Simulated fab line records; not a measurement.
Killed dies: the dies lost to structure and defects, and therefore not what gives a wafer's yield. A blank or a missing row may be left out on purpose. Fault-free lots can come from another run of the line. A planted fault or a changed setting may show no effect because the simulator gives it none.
Split-lot trial	flow n5Finfet	21 wafers read across 7 lots, on a route 1938 steps long

## ABOUT THE SPLIT
At N5_BEOL_M15_TRENCH_ETCH_34 (etches SiO2 in C4F8/O2/Ar, target depth 872.93 nm, time 199 s), the setting timeS was moved away from the recipe's 199 s on 5 of the 21 wafers read, by -13.1% to +14.3%. This setting was run at the recipe's value on the other wafers.

## FROM THE SPLIT TO THE READING: what the file shows between them, 7 steps
- N5_BEOL_M15_STRIP_36: strips in O2
- N5_BEOL_M15_ECD_47: material Cu, target thk 1860 nm
- N5_BEOL_M15_ANNEAL_48: time 90 s
- N5_BEOL_M15_CMP_49: polishes, stops on SiO2, t overpolish 4.9 s, target thk 850 nm
- N5_BEOL_M15_THK_MEAS_50: measures by xrf
- N5_BEOL_M15_PRE_CLEAN_52: time 15 s
- N5_BEOL_M15_DEP_53: deposits SiCN from 3MS/NH3, target thk 50 nm, time 17.8 s

## THE READING
M15_RS, in ohm/sq, at N5_BEOL_M15_RS_MEAS_54 (measures by four-point-probe). A value of 0.02167 ohm/sq with a standard deviation of 0.00026 ohm/sq is what fault-free wafers of this fab line usually give.

wafer	tool, chamber at the split	timeS as run, s	against the recipe	M15_RS, ohm/sq	against lot-mates on the recipe
L075.2	rieDiel-01, 2	199	recipe	0.02164	-
L075.3	rieDiel-01, 3	199	recipe	0.02172	-
L075.6	rieDiel-01, 0	199	recipe	0.02172	-
L082.2	rieDiel-04, 2	173	-13.1%	0.02581	+0.00364
L082.5	rieDiel-04, 3	199	recipe	0.02196	-
L082.6	rieDiel-04, 2	199	recipe	0.02238	-
L081.2	rieDiel-02, 3	199	recipe	0.02151	-
L081.3	rieDiel-02, 0	199	recipe	0.02216	-
L081.6	rieDiel-02, 3	227.5	+14.3%	0.01884	-0.00300
L083.2	rieDiel-04, 3	199	recipe	0.02162	-
L083.3	rieDiel-04, 0	199	recipe	0.02158	-
L083.4	rieDiel-04, 1	199	recipe	0.02148	-
L086.2	rieDiel-04, 3	199	recipe	0.02174	-
L086.3	rieDiel-04, 0	199	recipe	0.02173	-
L086.6	rieDiel-04, 1	199	recipe	0.02151	-
L089.1	rieDiel-02, 1	225.6	+13.4%	0.01918	-0.00233
L089.5	rieDiel-02, 0	199	recipe	0.02151	-
L089.6	rieDiel-02, 1	225.6	+13.4%	0.01932	-0.00219
L093.1	rieDiel-02, 1	226.1	+13.6%	0.01884	-0.00266
L093.3	rieDiel-02, 3	199	recipe	0.02189	-
L093.4	rieDiel-02, 0	199	recipe	0.0211	-

THE FIT
A straight line over all 21 wafers: M15_RS changes by -0.000223 ohm/sq for each +1% of timeS; r = -0.96; the points scatter about the line by 0.0004 ohm/sq.
The same after taking each lot's own level away (the mean of its wafers on the recipe; 21 wafers): -0.000208 ohm/sq for each +1%; r = -0.98; scatter 0.00031 ohm/sq.
According to that fit, moving timeS by its largest amount changes the reading by 0.003 ohm/sq.
Measured against the standard deviation above, the lots' own levels, which go from 0.021495 to 0.022170 ohm/sq, span 2.6 times it.
So the lot-to-lot level changes the slope little: the two slopes agree.
Check: with one of the wafers moved furthest among these (+14.3%) left out of the fit, the line predicts -0.00285 ohm/sq for it against its lot-mates. It came out at -0.003 ohm/sq against them.

## OTHER SPLITS ON THESE WAFERS
Before the reading, these wafers also passed through other splits. Each is held against what the fit with the lots' levels taken away leaves over:
other split on the same wafers	wafers away from the commonest value	r with M15_RS (lot level and that fit taken away)
N5_BEOL_M11_COAT_05 spinRpm	11	-0.25
N5_BEOL_M11_VIA_ETCH_34 timeS	10	-0.31
N5_BEOL_M11_ETCH_41 timeS	8	-0.06
N5_BEOL_M14_COAT_65 spinRpm	5	-0.01
N5_BEOL_M15_PEB_26 pebTimeS	3	-0.07

## THE WHOLE CHAIN: every reading that the file lists as answering this split, in the file's order
step	what it does	reading	change (the file's fit)	r (the file's)
N5_BEOL_M15_TRENCH_ETCH_34	etches SiO2 in C4F8/O2/Ar, target depth 872.93 nm, time 199 s	etch.depthNm (the simulator's own value, which no gauge read)	+8.42 nm for each +1% of the setting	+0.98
N5_BEOL_M15_TRENCH_ETCH_34	etches SiO2 in C4F8/O2/Ar, target depth 872.93 nm, time 199 s	coat_of_BEOL_M15_COAT_22.thkNm (the simulator's own value, which no gauge read)	-1.77 nm for each +1% of the setting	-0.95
N5_BEOL_M15_CMP_49	polishes, stops on SiO2, t overpolish 4.9 s, target thk 850 nm	Cu_of_BEOL_M15_ECD_47.thkNm (the simulator's own value, which no gauge read)	+8.45 nm for each +1% of the setting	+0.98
N5_BEOL_M15_THK_MEAS_50	measures by xrf	M15_THK	+8.61 for each +1% of the setting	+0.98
N5_BEOL_M15_RS_MEAS_54	measures by four-point-probe	M15_RS	-0.000212 for each +1% of the setting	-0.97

## THE FILE'S OWN FIT
M15_RS changes by -0.000212 ohm/sq for each +1% of timeS, r = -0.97.
